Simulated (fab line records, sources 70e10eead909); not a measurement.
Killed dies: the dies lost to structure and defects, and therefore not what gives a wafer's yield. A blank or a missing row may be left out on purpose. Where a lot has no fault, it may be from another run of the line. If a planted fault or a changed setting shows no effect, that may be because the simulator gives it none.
Matching of chambers :: flow nand_harc :: NHARC_A_BLC_STRIP_21 on rie_diel-12: 4 sister chambers
The step strips in O2. 39 wafers are shown with their chamber, then 12 later ones without.

== EACH WAFER AND ITS CHAMBER ==
wafer: L074.3
chamber: 1
showerhead_plenum_p_Torr (Torr): 3.40
drypump_motor_current_A (A): 5.2
oes_product_au (a.u.): 1.010

wafer: L074.4
chamber: 1
showerhead_plenum_p_Torr (Torr): 3.40
drypump_motor_current_A (A): 5.2
oes_product_au (a.u.): 1.003

wafer: L074.5
chamber: 0
showerhead_plenum_p_Torr (Torr): 3.32
drypump_motor_current_A (A): 5.7
oes_product_au (a.u.): 0.995

wafer: L076.2
chamber: 1
showerhead_plenum_p_Torr (Torr): 3.40
drypump_motor_current_A (A): 5.2
oes_product_au (a.u.): 1.006

wafer: L076.3
chamber: 0
showerhead_plenum_p_Torr (Torr): 3.32
drypump_motor_current_A (A): 5.7
oes_product_au (a.u.): 1.009

wafer: L076.6
chamber: 1
showerhead_plenum_p_Torr (Torr): 3.40
drypump_motor_current_A (A): 5.1
oes_product_au (a.u.): 1.010

wafer: L075.2
chamber: 3
showerhead_plenum_p_Torr (Torr): 3.39
drypump_motor_current_A (A): 5.0
oes_product_au (a.u.): 0.993

wafer: L075.4
chamber: 1
showerhead_plenum_p_Torr (Torr): 3.40
drypump_motor_current_A (A): 5.2
oes_product_au (a.u.): 1.001

wafer: L075.5
chamber: 3
showerhead_plenum_p_Torr (Torr): 3.39
drypump_motor_current_A (A): 5.0
oes_product_au (a.u.): 1.003

wafer: L075.1
chamber: 0
showerhead_plenum_p_Torr (Torr): 3.32
drypump_motor_current_A (A): 5.7
oes_product_au (a.u.): 1.005

wafer: L075.3
chamber: 1
showerhead_plenum_p_Torr (Torr): 3.40
drypump_motor_current_A (A): 5.2
oes_product_au (a.u.): 1.001

wafer: L075.6
chamber: 0
showerhead_plenum_p_Torr (Torr): 3.32
drypump_motor_current_A (A): 5.7
oes_product_au (a.u.): 0.987

wafer: L077.1
chamber: 3
showerhead_plenum_p_Torr (Torr): 3.39
drypump_motor_current_A (A): 5.0
oes_product_au (a.u.): 1.008

wafer: L077.4
chamber: 1
showerhead_plenum_p_Torr (Torr): 3.40
drypump_motor_current_A (A): 5.2
oes_product_au (a.u.): 0.999

wafer: L077.5
chamber: 0
showerhead_plenum_p_Torr (Torr): 3.32
drypump_motor_current_A (A): 5.7
oes_product_au (a.u.): 0.995

wafer: L080.2
chamber: 2
showerhead_plenum_p_Torr (Torr): 3.71
drypump_motor_current_A (A): 6.2
oes_product_au (a.u.): 0.992

wafer: L080.5
chamber: 1
showerhead_plenum_p_Torr (Torr): 3.40
drypump_motor_current_A (A): 5.1
oes_product_au (a.u.): 1.010

wafer: L080.6
chamber: 2
showerhead_plenum_p_Torr (Torr): 3.70
drypump_motor_current_A (A): 6.2
oes_product_au (a.u.): 0.986

wafer: L083.3
chamber: 3
showerhead_plenum_p_Torr (Torr): 3.39
drypump_motor_current_A (A): 5.0
oes_product_au (a.u.): 0.995

wafer: L083.4
chamber: 2
showerhead_plenum_p_Torr (Torr): 3.70
drypump_motor_current_A (A): 6.2
oes_product_au (a.u.): 0.986

wafer: L083.5
chamber: 1
showerhead_plenum_p_Torr (Torr): 3.40
drypump_motor_current_A (A): 5.2
oes_product_au (a.u.): 1.013

wafer: L087.1
chamber: 1
showerhead_plenum_p_Torr (Torr): 3.40
drypump_motor_current_A (A): 5.2
oes_product_au (a.u.): 1.018

wafer: L087.3
chamber: 3
showerhead_plenum_p_Torr (Torr): 3.39
drypump_motor_current_A (A): 5.0
oes_product_au (a.u.): 0.993

wafer: L087.6
chamber: 2
showerhead_plenum_p_Torr (Torr): 3.70
drypump_motor_current_A (A): 6.1
oes_product_au (a.u.): 0.987

wafer: L087.2
chamber: 2
showerhead_plenum_p_Torr (Torr): 3.70
drypump_motor_current_A (A): 6.2
oes_product_au (a.u.): 0.985

wafer: L087.4
chamber: 0
showerhead_plenum_p_Torr (Torr): 3.32
drypump_motor_current_A (A): 5.7
oes_product_au (a.u.): 0.996

wafer: L087.5
chamber: 1
showerhead_plenum_p_Torr (Torr): 3.40
drypump_motor_current_A (A): 5.2
oes_product_au (a.u.): 1.007

wafer: L086.2
chamber: 2
showerhead_plenum_p_Torr (Torr): 3.70
drypump_motor_current_A (A): 6.1
oes_product_au (a.u.): 0.980

wafer: L086.3
chamber: 3
showerhead_plenum_p_Torr (Torr): 3.39
drypump_motor_current_A (A): 5.0
oes_product_au (a.u.): 0.985

wafer: L086.5
chamber: 0
showerhead_plenum_p_Torr (Torr): 3.32
drypump_motor_current_A (A): 5.7
oes_product_au (a.u.): 0.994

wafer: L090.2
chamber: 3
showerhead_plenum_p_Torr (Torr): 3.39
drypump_motor_current_A (A): 5.0
oes_product_au (a.u.): 0.988

wafer: L090.3
chamber: 1
showerhead_plenum_p_Torr (Torr): 3.40
drypump_motor_current_A (A): 5.2
oes_product_au (a.u.): 1.008

wafer: L090.6
chamber: 1
showerhead_plenum_p_Torr (Torr): 3.40
drypump_motor_current_A (A): 5.2
oes_product_au (a.u.): 1.001

wafer: L090.1
chamber: 0
showerhead_plenum_p_Torr (Torr): 3.31
drypump_motor_current_A (A): 5.7
oes_product_au (a.u.): 1.003

wafer: L090.4
chamber: 2
showerhead_plenum_p_Torr (Torr): 3.70
drypump_motor_current_A (A): 6.2
oes_product_au (a.u.): 0.980

wafer: L090.5
chamber: 2
showerhead_plenum_p_Torr (Torr): 3.70
drypump_motor_current_A (A): 6.2
oes_product_au (a.u.): 0.982

wafer: L093.1
chamber: 3
showerhead_plenum_p_Torr (Torr): 3.39
drypump_motor_current_A (A): 5.0
oes_product_au (a.u.): 0.984

wafer: L093.3
chamber: 0
showerhead_plenum_p_Torr (Torr): 3.31
drypump_motor_current_A (A): 5.7
oes_product_au (a.u.): 1.007

wafer: L093.5
chamber: 1
showerhead_plenum_p_Torr (Torr): 3.40
drypump_motor_current_A (A): 5.1
oes_product_au (a.u.): 1.013

SIGNATURES (averages over the wafers above)
reading: showerhead_plenum_p_Torr
chamber 0: 3.3178
chamber 1: 3.4000
chamber 2: 3.7012
chamber 3: 3.3900
scatter within a chamber: 0.00264

reading: drypump_motor_current_A
chamber 0: 5.700
chamber 1: 5.179
chamber 2: 6.175
chamber 3: 5.000
scatter within a chamber: 0.0332

reading: oes_product_au
chamber 0: 0.99900
chamber 1: 1.00714
chamber 2: 0.98475
chamber 3: 0.99362
scatter within a chamber: 0.00643
Rule: distance of a wafer from a chamber = root of the sum over the readings of ((wafer's reading minus chamber's mean) / reading's scatter) squared. If the next closest chamber is less than 2 further off than the closest, the wafer can't be placed; otherwise it belongs to the closest. How the scatter is found: for the shown wafers, subtract from each reading the mean of its chamber, square and add these, divide the total by (wafers less chambers), then take the root.

== WAFERS WITHOUT THEIR CHAMBER ==
wafer: L097.1
showerhead_plenum_p_Torr (Torr): 3.39
drypump_motor_current_A (A): 5.0
oes_product_au (a.u.): 0.982

wafer: L097.2
showerhead_plenum_p_Torr (Torr): 3.70
drypump_motor_current_A (A): 6.1
oes_product_au (a.u.): 0.980

wafer: L097.6
showerhead_plenum_p_Torr (Torr): 3.38
drypump_motor_current_A (A): 5.0
oes_product_au (a.u.): 0.991

wafer: L095.1
showerhead_plenum_p_Torr (Torr): 3.31
drypump_motor_current_A (A): 5.7
oes_product_au (a.u.): 0.993

wafer: L095.3
showerhead_plenum_p_Torr (Torr): 3.38
drypump_motor_current_A (A): 5.0
oes_product_au (a.u.): 0.993

wafer: L095.5
showerhead_plenum_p_Torr (Torr): 3.38
drypump_motor_current_A (A): 5.0
oes_product_au (a.u.): 0.984

wafer: L095.2
showerhead_plenum_p_Torr (Torr): 3.40
drypump_motor_current_A (A): 5.2
oes_product_au (a.u.): 1.001

wafer: L095.4
showerhead_plenum_p_Torr (Torr): 3.70
drypump_motor_current_A (A): 6.1
oes_product_au (a.u.): 1.000

wafer: L095.6
showerhead_plenum_p_Torr (Torr): 3.31
drypump_motor_current_A (A): 5.7
oes_product_au (a.u.): 0.996

wafer: L096.2
showerhead_plenum_p_Torr (Torr): 3.38
drypump_motor_current_A (A): 5.0
oes_product_au (a.u.): 0.987

wafer: L096.4
showerhead_plenum_p_Torr (Torr): 3.70
drypump_motor_current_A (A): 6.2
oes_product_au (a.u.): 0.990

wafer: L096.5
showerhead_plenum_p_Torr (Torr): 3.70
drypump_motor_current_A (A): 6.2
oes_product_au (a.u.): 0.996

== WHICH CHAMBER EACH WENT THROUGH ==
wafer: L097.1
from the rows above: 3
in truth: 3

wafer: L097.2
from the rows above: 2
in truth: 2

wafer: L097.6
from the rows above: 3
in truth: 3

wafer: L095.1
from the rows above: 0
in truth: 0

wafer: L095.3
from the rows above: 3
in truth: 3

wafer: L095.5
from the rows above: 3
in truth: 3

wafer: L095.2
from the rows above: 1
in truth: 1

wafer: L095.4
from the rows above: 2
in truth: 2

wafer: L095.6
from the rows above: 0
in truth: 0

wafer: L096.2
from the rows above: 3
in truth: 3

wafer: L096.4
from the rows above: 2
in truth: 2

wafer: L096.5
from the rows above: 2
in truth: 2
Placed correctly: 12 of 12. Not placeable from these rows: 0. 0 placed wrongly.
